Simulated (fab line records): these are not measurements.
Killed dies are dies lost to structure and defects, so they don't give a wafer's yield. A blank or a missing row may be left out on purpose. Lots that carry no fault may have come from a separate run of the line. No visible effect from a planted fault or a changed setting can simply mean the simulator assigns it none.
fab line records	flow n5_finfet
[record] lots = 7	wafers = 21
route steps=1938 shown BEOL_M6@1219 BEOL_M7@1270 BEOL_M8@1342 BEOL_M10@1496
start_h: hours from the record's first day to the start of the lot's first wafer shown	wait_h: hours since the lot's step before	" the same as in the row above	L1.1+2: several wafers, shown together as one row	- no value, or no start given	* or withheld: withheld	< > ~ a bound
route shown NAME@n: NAME is a module with steps in the file, n the number in the route of the first one	usual: mean/standard deviation taken from wafers without a fault	same: alike in all rows	chamber/n: place in a boat	sites: the reading at each site	_std_site: their standard deviation	_edge_site: inner sites' mean taken away from outer sites' mean	radius_mm: for every site, how far away it sits from the centre of the wafer	mask NAME#n: copy n	behind: the tool/chamber that last shaped the wafer	hold: why the lot was held/for how many hours/how that ended	device: which transistor (n, p or np) failed to switch	end of line: at the end of the route, the tests of the same wafers	step lacking rows: just its recipe	killed: dies that structure and defects cost at the first sort, which is not the same as the wafer's yield	map: a wafer's dies, marking killed ones x, the rest . and places with no die _
set.NAME: the setting that was run; set.NAME@STEP: the one run at that earlier step	model.NAME: the simulator's own value behind a step, which no gauge read
lots whose settings were changed on purpose; a table a step, a row a wafer
[[steps]]
[step N5_BEOL_M6_COAT_64]
[recipe] resist = SiARC	temp_c = 220	time_s = 60	spin_rpm = 1500	resist_thk_nm = 12
lot.wafer	tool	chamber	start_h	wait_h	set.spin_rpm	model.SiARC_of_BEOL_M6_COAT_64.thk_nm
L076.2+4	litho_track-02	0	-	-	1500	12
L076.3	"	0	"	"	1436	12.2
L079.1+3	litho_track-03	0	-	-	1500	12
L079.5	"	0	"	"	1561	11.8
L078.1+2+5	litho_track-02	0	-	-	1500	12
L080.3+6	litho_track-04	0	-	-	1500	12
L080.5	"	0	"	"	1409	12.4
L085.2	litho_track-03	0	-	-	1661	11.4
L085.4+5	"	0	"	"	1500	12
L087.1+2	litho_track-04	0	-	-	1500	12
L087.6	"	0	"	"	1609	11.6
L091.1+4	litho_track-02	0	-	-	1500	12
L091.2	"	0	"	"	1607	11.6
[step N5_BEOL_M6_COAT_71]
[recipe] resist = underlayer	temp_c = 205	time_s = 60	spin_rpm = 1500	resist_thk_nm = 5
[step N5_BEOL_M6_COAT_22]
[recipe] resist = CAR-EUV	spin_rpm = 1500	resist_thk_nm = 30
[step N5_BEOL_M6_DESCUM_33]
[recipe] chemistry = O2	time_s = 7	source_power_w = 50	bias_power_w = 20	pressure_mtorr = 20	rf_frequency_hz = 2.712e+07	temp_c = 40	resist = CAR-EUV	o2_flow_sccm = 225
[step N5_BEOL_M6_ETCH_72]
[recipe] chemistry = N2/H2	target = underlayer	target_depth_a = 65	mask_material = CAR-EUV	time_s = 5.2	ion_energy_ev = 200	pressure_mtorr = 30	source_w = 840	bias_w = 150	n2_flow_sccm = 200	h2_flow_sccm = 200	ends = cleared
[step N5_BEOL_M6_ETCH_65]
[recipe] chemistry = CF4	target = SiARC	target_depth_a = 156	mask_material = CAR-EUV	time_s = 26	ion_energy_ev = 80	pressure_mtorr = 40	source_w = 545	bias_w = 36	Ar_flow_sccm = 100	cf4_flow_sccm = 100	ends = cleared
lot.wafer	tool	chamber	start_h	wait_h	set.spin_rpm@BEOL_M6_COAT_64	model.etch.depth_nm
L076.2	rie_diel-01	0	192.72	0.0	1500	11.99
L076.3	"	1	"	"	1436	12.24
L076.4	"	2	"	"	1500	11.96
L079.1	rie_diel-05	2	213.40	0.0	1500	11.99
L079.3	"	3	"	"	1500	12.01
L079.5	"	1	"	"	1561	11.79
L078.1	rie_diel-01	0	215.54	0.0	1500	12.03
L078.2	"	2	"	"	1500	12
L078.5	"	0	"	"	1500	12.06
L080.3	rie_diel-05	2	225.09	0.0	1500	12.04
L080.5	"	3	"	"	1409	12.45
L080.6	"	2	"	"	1500	12.03
L085.2	rie_diel-01	3	254.39	0.0	1661	11.42
L085.4	"	0	"	"	1500	12.04
L085.5	"	2	"	"	1500	12.03
L087.1	rie_diel-04	1	274.06	0.0	1500	12.02
L087.2	"	2	"	"	1500	12.05
L087.6	"	3	"	"	1609	11.68
L091.1	rie_diel-04	1	299.44	0.0	1500	11.99
L091.2	"	0	"	"	1607	11.6
L091.4	"	2	"	"	1500	11.97
[step N5_BEOL_M7_COAT_05]
[recipe] resist = CAR-ArF	spin_rpm = 1500	resist_thk_nm = 90
lot.wafer	tool	chamber	start_h	wait_h	set.spin_rpm	model.CAR-ArF_of_BEOL_M7_COAT_05.thk_nm
L076.2+4	litho_track-05	0	-	-	1500	89.8
L076.3	"	0	"	"	1500	90
L079.1+3+5	litho_track-05	0	-	-	1500	89.8
L078.1	litho_track-03	0	-	-	1500	89.6
L078.2	"	0	"	"	1500	89.8
L078.5	"	0	"	"	1500	90
L080.3	litho_track-01	0	-	-	1438	92.2
L080.5	"	0	"	"	1438	92
L080.6	"	0	"	"	1500	90.2
L085.2	litho_track-05	0	-	-	1420	92.4
L085.4+5	"	0	"	"	1420	92.2
L087.1	litho_track-01	0	-	-	1500	89.8
L087.2	"	0	"	"	1335	95.2
L087.6	"	0	"	"	1500	90
L091.1	litho_track-01	0	-	-	1500	89.8
L091.2+4	"	0	"	"	1500	90
[step N5_BEOL_M7_EBR_07]
[recipe] solvent = PGMEA	ebr_width_mm = 1.5
[step N5_BEOL_M7_SOFTBAKE_06]
[recipe] temp_c = 110	time_s = 60	resist = CAR-ArF
[step N5_BEOL_M7_DESCUM_16]
[recipe] chemistry = O2	time_s = 7.9	source_power_w = 50	bias_power_w = 20	pressure_mtorr = 20	rf_frequency_hz = 2.712e+07	temp_c = 40	resist = CAR-ArF	o2_flow_sccm = 225
lot.wafer	tool	chamber	start_h	wait_h	set.spin_rpm@BEOL_M7_COAT_05	model.CAR-ArF_of_BEOL_M7_COAT_05.thk_nm
L076.2	rie_diel-06	3	200.27	0.0	1500	83.4
L076.3	"	2	"	"	1500	83.6
L076.4	"	0	"	"	1500	83.2
L079.1+3+5	rie_diel-03	3,1,1	221.85	0.6	1500	83.4
L078.1	rie_diel-03	0	222.11	0.7	1500	83
L078.2	"	2	"	"	1500	83.4
L078.5	"	2	"	"	1500	83.6
L080.3	rie_diel-06	3	232.32	0.0	1438	85.8
L080.5	"	2	"	"	1438	85.6
L080.6	"	3	"	"	1500	83.8
L085.2	rie_diel-03	0	260.10	0.3	1420	86
L085.4+5	"	2,3	"	"	1420	85.8
L087.1+6	rie_diel-03	2,1	279.49	0.0	1500	83.4
L087.2	"	1	"	"	1335	88.8
L091.1+4	rie_diel-06	2,1	304.19	0.0	1500	83.4
L091.2	"	3	"	"	1500	83.6
[step N5_BEOL_M8_EXPOSE_08]
[recipe] mask_id = M8	na = 1.35	source_shape = dipole	sigma_inner = 0.817	sigma_outer = 0.97	polarization = te	dose_mj = 68.25
lot.wafer	tool	chamber	start_h	wait_h	mask	set.dose_mj
L076.2+3	arfi_scanner-02	0	210.28	-	M8#0	71.66
L076.4	"	0	"	"	M8#0	68.25
L078.1+2+5	arfi_scanner-01	0	230.08	-	M8#0	68.25
L079.1+5	arfi_scanner-02	0	232.13	-	M8#0	65.86
L079.3	"	0	"	"	M8#0	68.25
L080.3+5+6	arfi_scanner-03	0	239.81	-	M8#0	68.25
L085.2+4+5	arfi_scanner-02	0	270.34	-	M8#0	68.25
L087.1	arfi_scanner-03	0	287.31	-	M8#0	68.25
L087.2+6	"	0	"	"	M8#0	63.43
L091.1+2+4	arfi_scanner-01	0	310.63	-	M8#0	66.86
[step N5_BEOL_M8_PEB_09]
[recipe] peb_temp_c = withheld	peb_time_s = 60	resist = CAR-ArF
[step N5_BEOL_M8_DEVELOP_10]
[recipe] develop_time_s = 30	developer = TMAH	resist = CAR-ArF	rinse_liquid = diw	dry = air_spin	dev_temp_c = 23
[step N5_BEOL_M8_CD_MEAS_11]
[recipe] target_cd_nm = 38.5	landing_energy_ev = 500	detector = se_inlens	polarity = opening
[usual] cd_nm = 38.2/0.57
lot.wafer	tool	chamber	start_h	wait_h	set.dose_mj@BEOL_M8_EXPOSE_08	cd_nm
L076.2	cd_sem-01	0	210.40	-	71.66	41.0
L076.3	"	0	"	"	71.66	40.6
L076.4	"	0	"	"	68.25	38.8
L078.1	cd_sem-02	0	230.21	-	68.25	38.1
L078.2	"	0	"	"	68.25	38.5
L078.5	"	0	"	"	68.25	37.7
L079.1	cd_sem-02	0	232.25	-	65.86	35.8
L079.3	"	0	"	"	68.25	37.2
L079.5	"	0	"	"	65.86	36.5
L080.3	cd_sem-02	0	239.93	-	68.25	39.4
L080.5	"	0	"	"	68.25	39.4
L080.6	"	0	"	"	68.25	39.1
L085.2	cd_sem-01	0	270.46	-	68.25	38.7
L085.4	"	0	"	"	68.25	38.4
L085.5	"	0	"	"	68.25	38.0
L087.1	cd_sem-02	0	287.44	-	68.25	39.1
L087.2	"	0	"	"	63.43	34.1
L087.6	"	0	"	"	63.43	34.7
L091.1	cd_sem-03	0	310.76	-	66.86	38.2
L091.2	"	0	"	"	66.86	37.2
L091.4	"	0	"	"	66.86	37.5
[step N5_BEOL_M8_DESCUM_16]
[recipe] chemistry = O2	time_s = 7.9	source_power_w = 50	bias_power_w = 20	pressure_mtorr = 20	rf_frequency_hz = 2.712e+07	temp_c = 40	resist = CAR-ArF	o2_flow_sccm = 225
lot.wafer	tool	chamber	start_h	wait_h	set.time_s	model.CAR-ArF_of_BEOL_M8_COAT_05.thk_nm
L076.2+4	rie_diel-05	0,2	210.49	0.0	6.264	84.4
L076.3	"	3	"	"	7.9	83.4
L078.1	rie_diel-01	1	230.30	0.0	7.9	84
L078.2+5	"	3,0	"	"	7.9	83.8
L079.1	rie_diel-04	2	232.37	0.1	7.9	83.8
L079.3	"	1	"	"	7.9	84.2
L079.5	"	0	"	"	7.9	84
L080.3	rie_diel-05	2	240.07	0.1	7.9	83.6
L080.5	"	3	"	"	8.745	83
L080.6	"	0	"	"	8.745	82.8
L085.2	rie_diel-05	2	271.05	0.5	9.187	83.2
L085.4	"	2	"	"	9.187	83
L085.5	"	1	"	"	7.9	84
L087.1+2	rie_diel-04	1,2	287.52	0.0	7.9	83.6
L087.6	"	3	"	"	7.9	83.2
L091.1	rie_diel-01	0	311.15	0.3	7.9	83.6
L091.2+4	"	3,2	"	"	6.762	84.2
[step N5_BEOL_M8_ETCH_61]
[recipe] chemistry = CF4	target = SiARC	target_depth_a = 455	mask_material = CAR-ArF	time_s = 75.8	ion_energy_ev = 80	pressure_mtorr = 40	source_w = 545	bias_w = 36	Ar_flow_sccm = 100	cf4_flow_sccm = 100	ends = cleared
lot.wafer	tool	chamber	start_h	wait_h	set.dose_mj@BEOL_M8_EXPOSE_08	set.time_s@BEOL_M8_DESCUM_16	model.BEOL_M8.cd_offset_nm	model.CAR-ArF_of_BEOL_M8_COAT_05.thk_nm
L076.2	rie_diel-05	0	210.52	0.0	71.66	6.264	1.8	51.8
L076.3	"	3	"	"	71.66	7.9	2	50.8
L076.4	"	2	"	"	68.25	6.264	0	52
L078.1	rie_diel-01	1	230.33	0.0	68.25	7.9	-0.8	51.4
L078.2	"	3	"	"	68.25	7.9	-1	51
L078.5	"	0	"	"	68.25	7.9	-0.6	51
L079.1	rie_diel-04	2	232.40	0.0	65.86	7.9	-2.4	51.2
L079.3	"	1	"	"	68.25	7.9	-1	51.4
L079.5	"	0	"	"	65.86	7.9	-1.2	51.2
L080.3	rie_diel-05	2	240.11	0.0	68.25	7.9	1	51
L080.5	"	3	"	"	68.25	8.745	0.6	50.4
L080.6	"	0	"	"	68.25	8.745	0.4	50
L085.2	rie_diel-05	2	271.09	0.0	68.25	9.187	0.8	50.8
L085.4	"	2	"	"	68.25	9.187	0	50.6
L085.5	"	1	"	"	68.25	7.9	-0.4	51.6
L087.1	rie_diel-04	1	287.56	0.0	68.25	7.9	0.4	51
L087.2	"	2	"	"	63.43	7.9	-4.4	51
L087.6	"	3	"	"	63.43	7.9	-4.2	50.4
L091.1	rie_diel-01	0	311.19	0.0	66.86	7.9	-0.6	51
L091.2	"	3	"	"	66.86	6.762	-2	51.6
L091.4	"	2	"	"	66.86	6.762	-1.2	51.6
[step N5_BEOL_M8_ETCH_62]
[recipe] chemistry = N2/H2	target = SOC	target_depth_a = 1100	overetch_a = 220	mask_material = SiARC	temp_c = 40	time_s = 165	ion_energy_ev = 200	pressure_mtorr = 30	source_w = 840	bias_w = 150	n2_flow_sccm = 200	h2_flow_sccm = 200
lot.wafer	tool	chamber	start_h	wait_h	set.dose_mj@BEOL_M8_EXPOSE_08	model.BEOL_M8.cd_offset_nm
L076.2	rie_diel-05	0	210.58	0.0	71.66	2
L076.3	"	3	"	"	71.66	2.2
L076.4	"	2	"	"	68.25	0
L078.1	rie_diel-01	1	230.39	0.0	68.25	-0.8
L078.2	"	3	"	"	68.25	-1
L078.5	"	0	"	"	68.25	-0.4
L079.1	rie_diel-04	2	232.46	0.0	65.86	-2.6
L079.3	"	1	"	"	68.25	-0.8
L079.5	"	0	"	"	65.86	-2
L080.3+6	rie_diel-05	2,0	240.16	0.0	68.25	0.8
L080.5	"	3	"	"	68.25	0.6
L085.2	rie_diel-05	2	271.14	0.0	68.25	0.6
L085.4	"	2	"	"	68.25	-0.2
L085.5	"	1	"	"	68.25	-0.6
L087.1	rie_diel-04	1	287.61	0.0	68.25	0.6
L087.2	"	2	"	"	63.43	-4.6
L087.6	"	3	"	"	63.43	-4.2
L091.1	rie_diel-01	0	311.24	0.0	66.86	-0.2
L091.2	"	3	"	"	66.86	-2
L091.4	"	2	"	"	66.86	-1
[step N5_BEOL_M8_STRIP_68]
[recipe] chemistry = N2/H2	temp_c = 40	n2_flow_sccm = 200	h2_flow_sccm = 200	rf_frequency_hz = 6e+07
[step N5_BEOL_M8_STRIP_67]
[recipe] chemistry = CF4	resist = SiARC	power_w = 300	bias_power_w = 75	pressure_mtorr = 50	cf4_flow_sccm = 150	rf_frequency_hz = 6e+07
[step N5_BEOL_M8_HM_OPEN_17]
[recipe] chemistry = Cl2/BCl3	target_depth_a = 200	overetch_a = 60	target = TiN	mask_material = SOC	ion_energy_ev = 150	pressure_mtorr = 10	icp_w = 1000	bias_w = 126	Cl2_flow_sccm = 53.25	bcl3_flow_sccm = 21.75	Ar_flow_sccm = 25
lot.wafer	tool	chamber	start_h	wait_h	set.dose_mj@BEOL_M8_EXPOSE_08	model.BEOL_M8.cd_offset_nm
L076.2	rie_metal-02	1	210.77	0.0	71.66	2
L076.3	"	1	"	"	71.66	2.2
L076.4	"	0	"	"	68.25	-0.2
L078.1	rie_metal-03	1	230.58	0.0	68.25	-0.8
L078.2	"	0	"	"	68.25	-1
L078.5	"	1	"	"	68.25	-0.4
L079.1	rie_metal-02	1	232.65	0.0	65.86	-2.8
L079.3	"	1	"	"	68.25	-0.8
L079.5	"	1	"	"	65.86	-2
L080.3+6	rie_metal-03	0	240.38	0.1	68.25	1
L080.5	"	1	"	"	68.25	0.8
L085.2	rie_metal-01	1	271.33	0.0	68.25	0.8
L085.4	"	0	"	"	68.25	0
L085.5	"	0	"	"	68.25	-0.4
L087.1	rie_metal-02	0	287.80	0.0	68.25	0.6
L087.2+6	"	1,0	"	"	63.43	-4.4
L091.1	rie_metal-03	0	311.44	0.0	66.86	-0.4
L091.2	"	0	"	"	66.86	-2
L091.4	"	0	"	"	66.86	-1
[step N5_BEOL_M8_STRIP_19]
[recipe] chemistry = O2	power_w = 400	temp_c = 40	pressure_mtorr = 30	rf_frequency_hz = 6e+07	bias_power_w = 0	overash_fraction = 0.2	o2_flow_sccm = 225
[step N5_BEOL_M8_CD_MEAS_18]
[recipe] pitch_nm = 80	target_cd_nm = 40
[usual] cd_nm = 39.7/0.68
lot.wafer	tool	chamber	start_h	wait_h	set.dose_mj@BEOL_M8_EXPOSE_08	cd_nm
L076.2	cd_sem-03	-	210.95	0.1	71.66	41.7
L076.3	"	-	"	"	71.66	41.9
L076.4	"	-	"	"	68.25	39.9
L078.1	cd_sem-03	-	230.76	0.0	68.25	39.1
L078.2	"	-	"	"	68.25	39.4
L078.5	"	-	"	"	68.25	39.9
L079.1	cd_sem-01	-	232.83	0.0	65.86	37.4
L079.3	"	-	"	"	68.25	38.9
L079.5	"	-	"	"	65.86	38.0
L080.3	cd_sem-02	-	240.54	0.1	68.25	41.2
L080.5	"	-	"	"	68.25	40.8
L080.6	"	-	"	"	68.25	41.1
L085.2	cd_sem-02	-	271.68	0.1	68.25	40.8
L085.4	"	-	"	"	68.25	40.2
L085.5	"	-	"	"	68.25	39.8
L087.1	cd_sem-01	-	288.01	0.0	68.25	40.6
L087.2	"	-	"	"	63.43	35.5
L087.6	"	-	"	"	63.43	35.8
L091.1	cd_sem-02	-	311.71	0.0	66.86	39.8
L091.2	"	-	"	"	66.86	38.2
L091.4	"	-	"	"	66.86	38.9
[step N5_BEOL_M8_TRENCH_ETCH_37]
[recipe] chemistry = C4F6/O2	target_depth_a = 934.78	target = SiCOH_lowk	time_s = 31.2	ion_energy_ev = 250	pressure_mtorr = 30	source_w = 345	bias_w = 185	Ar_flow_sccm = 300	C4F6_flow_sccm = 10	O2_flow_sccm = 10
lot.wafer	tool	chamber	start_h	wait_h	set.bias_w
L076.2+4	rie_diel-05	3,0	-	-	185
L076.3	"	1	"	"	156.4
L078.1+2+5	rie_diel-05	2,1,3	-	-	185
L079.1+5	rie_diel-04	2,1	-	-	193.4
L079.3	"	3	"	"	185
L080.3+5+6	rie_diel-04	1,2,3	-	-	185
L085.2+4+5	rie_diel-05	0,0,1	-	-	185
L087.1+6	rie_diel-05	0,1	-	-	200.3
L087.2	"	3	"	"	185
L091.1+4	rie_diel-01	3,2	-	-	204.7
L091.2	"	1	"	"	185
[step N5_BEOL_M8_ETCH_41]
[recipe] chemistry = CH3F/O2	target = SiCN	target_depth_a = 319	taper_deg = 2	time_s = 57.8	ion_energy_ev = 120	mask_material = TiN	pressure_mtorr = 30	source_w = 395	bias_w = 75	Ar_flow_sccm = 150	CH3F_flow_sccm = 30	O2_flow_sccm = 20
[step N5_BEOL_M8_STRIP_80]
[recipe] chemistry = N2/H2	time_s = 10	power_w = 450	temp_c = 40	pressure_mtorr = 20	rf_frequency_hz = 6e+07	bias_power_w = 7	n2_flow_sccm = 200	h2_flow_sccm = 200
[step N5_BEOL_M8_PRECLEAN_42]
[recipe] chemistry = residue_remover	time_s = 60	temp_c = 40
[step N5_BEOL_M8_SRD_43]
[recipe] time_s = 30	temp_c = 23	rinse_liquid = diw	dry = ipa_marangoni
[step N5_BEOL_M8_CD_MEAS_35]
[recipe] target_cd_nm = 40	polarity = opening
[usual] cd_nm = 39.7/0.72
lot.wafer	tool	chamber	start_h	wait_h	set.dose_mj@BEOL_M8_EXPOSE_08	cd_nm
L076.2	cd_sem-03	-	212.98	0.0	71.66	42.1
L076.3	"	-	"	"	71.66	42.4
L076.4	"	-	"	"	68.25	40.1
L078.1	cd_sem-03	-	232.28	0.0	68.25	39.3
L078.2	"	-	"	"	68.25	38.8
L078.5	"	-	"	"	68.25	39.8
L079.1	cd_sem-03	-	234.93	0.0	65.86	37.1
L079.3	"	-	"	"	68.25	39.1
L079.5	"	-	"	"	65.86	38.7
L080.3	cd_sem-01	-	241.55	0.0	68.25	41.6
L080.5	"	-	"	"	68.25	40.8
L080.6	"	-	"	"	68.25	41.0
L085.2	cd_sem-02	-	276.39	0.0	68.25	40.8
L085.4	"	-	"	"	68.25	40.3
L085.5	"	-	"	"	68.25	39.5
L087.1	cd_sem-03	-	289.16	0.0	68.25	40.8
L087.2	"	-	"	"	63.43	35.3
L087.6	"	-	"	"	63.43	35.4
L091.1	cd_sem-01	-	312.94	0.0	66.86	39.3
L091.2	"	-	"	"	66.86	38.0
L091.4	"	-	"	"	66.86	39.4
[step N5_BEOL_M10_COAT_22]
[recipe] resist = CAR-ArF	spin_rpm = 1500	resist_thk_nm = 90
lot.wafer	tool	chamber	start_h	wait_h	set.spin_rpm	model.CAR-ArF_of_BEOL_M10_COAT_22.thk_nm
L076.2	litho_track-01	0	-	-	1500	90
L076.3	"	0	"	"	1419	92.4
L076.4	"	0	"	"	1419	92.2
L078.1	litho_track-02	0	-	-	1500	90
L078.2	"	0	"	"	1500	89.8
L078.5	"	0	"	"	1500	90.2
L079.1	litho_track-05	0	-	-	1630	86.2
L079.3+5	"	0	"	"	1500	90.2
L080.3+5	litho_track-05	0	-	-	1500	89.8
L080.6	"	0	"	"	1500	89.6
L085.2	litho_track-02	0	-	-	1500	90
L085.4	"	0	"	"	1500	89.8
L085.5	"	0	"	"	1393	93.2
L087.1+2	litho_track-05	0	-	-	1579	88
L087.6	"	0	"	"	1500	90.2
L091.1+4	litho_track-02	0	-	-	1500	90
L091.2	"	0	"	"	1500	90.2
[step N5_BEOL_M10_EBR_24]
[recipe] solvent = PGMEA	ebr_width_mm = 1.5
[step N5_BEOL_M10_SOFTBAKE_23]
[recipe] temp_c = 110	time_s = 60	resist = CAR-ArF
[step N5_BEOL_M10_EXPOSE_25]
[recipe] mask_id = V9	na = 1.35	source_shape = annular	sigma_inner = 0.5	sigma_outer = 0.8	polarization = unpolarized	dose_mj = 85.5
[step N5_BEOL_M10_PEB_26]
[recipe] peb_temp_c = withheld	peb_time_s = 60	resist = CAR-ArF
[step N5_BEOL_M10_DEVELOP_27]
[recipe] develop_time_s = 30	developer = TMAH	resist = CAR-ArF	rinse_liquid = diw	dry = air_spin	dev_temp_c = 23
lot.wafer	tool	chamber	start_h	wait_h	set.spin_rpm@BEOL_M10_COAT_22	model.CAR-ArF_of_BEOL_M10_COAT_22.thk_nm
L076.2	litho_track-01	0	-	-	1500	88.4
L076.3	"	0	"	"	1419	90.8
L076.4	"	0	"	"	1419	90.6
L078.1+2	litho_track-05	0	-	-	1500	88.2
L078.5	"	0	"	"	1500	88.4
L079.1	litho_track-05	0	-	-	1630	84.6
L079.3	"	0	"	"	1500	88.4
L079.5	"	0	"	"	1500	88.6
L080.3+5+6	litho_track-01	0	-	-	1500	88
L085.2+4	litho_track-01	0	-	-	1500	88.2
L085.5	"	0	"	"	1393	91.4
L087.1+2	litho_track-05	0	-	-	1579	86.2
L087.6	"	0	"	"	1500	88.4
L091.1+2	litho_track-01	0	-	-	1500	88.4
L091.4	"	0	"	"	1500	88.2
[[key]]
[split] step = N5_BEOL_M6_COAT_64	setting = spin_rpm	stated = 1500	by = wafer
[response] step = N5_BEOL_M6_COAT_64	reading = model.SiARC_of_BEOL_M6_COAT_64.thk_nm	change = -0.0561	per = 1%	r = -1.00
[response] step = N5_BEOL_M6_ETCH_65	reading = model.etch.depth_nm	change = -0.0566	per = 1%	r = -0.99
[split] step = N5_BEOL_M7_COAT_05	setting = spin_rpm	stated = 1500	by = wafer
[response] step = N5_BEOL_M7_COAT_05	reading = model.CAR-ArF_of_BEOL_M7_COAT_05.thk_nm	change = -0.479	per = 1%	r = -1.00
[response] step = N5_BEOL_M7_DESCUM_16	reading = model.CAR-ArF_of_BEOL_M7_COAT_05.thk_nm	change = -0.487	per = 1%	r = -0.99
[split] step = N5_BEOL_M8_EXPOSE_08	setting = dose_mj	stated = 68.25	by = wafer
[response] step = N5_BEOL_M8_CD_MEAS_11	reading = cd_nm	change = +0.54	per = 1%	r = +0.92
[response] step = N5_BEOL_M8_ETCH_61	reading = model.BEOL_M8.cd_offset_nm	change = +0.522	per = 1%	r = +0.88
[response] step = N5_BEOL_M8_ETCH_62	reading = model.BEOL_M8.cd_offset_nm	change = +0.586	per = 1%	r = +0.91
[response] step = N5_BEOL_M8_HM_OPEN_17	reading = model.BEOL_M8.cd_offset_nm	change = +0.602	per = 1%	r = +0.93
[response] step = N5_BEOL_M8_CD_MEAS_18	reading = cd_nm	change = +0.557	per = 1%	r = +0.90
[response] step = N5_BEOL_M8_CD_MEAS_35	reading = cd_nm	change = +0.612	per = 1%	r = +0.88
[split] step = N5_BEOL_M8_DESCUM_16	setting = time_s	stated = 7.9	by = wafer
[response] step = N5_BEOL_M8_DESCUM_16	reading = model.CAR-ArF_of_BEOL_M8_COAT_05.thk_nm	change = -0.0507	per = 1%	r = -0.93
[response] step = N5_BEOL_M8_ETCH_61	reading = model.CAR-ArF_of_BEOL_M8_COAT_05.thk_nm	change = -0.0538	per = 1%	r = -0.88
[split] step = N5_BEOL_M8_TRENCH_ETCH_37	setting = bias_w	stated = 185	by = wafer
response none clear
[split] step = N5_BEOL_M10_COAT_22	setting = spin_rpm	stated = 1500	by = wafer
[response] step = N5_BEOL_M10_COAT_22	reading = model.CAR-ArF_of_BEOL_M10_COAT_22.thk_nm	change = -0.45	per = 1%	r = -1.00
[response] step = N5_BEOL_M10_DEVELOP_27	reading = model.CAR-ArF_of_BEOL_M10_COAT_22.thk_nm	change = -0.441	per = 1%	r = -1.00
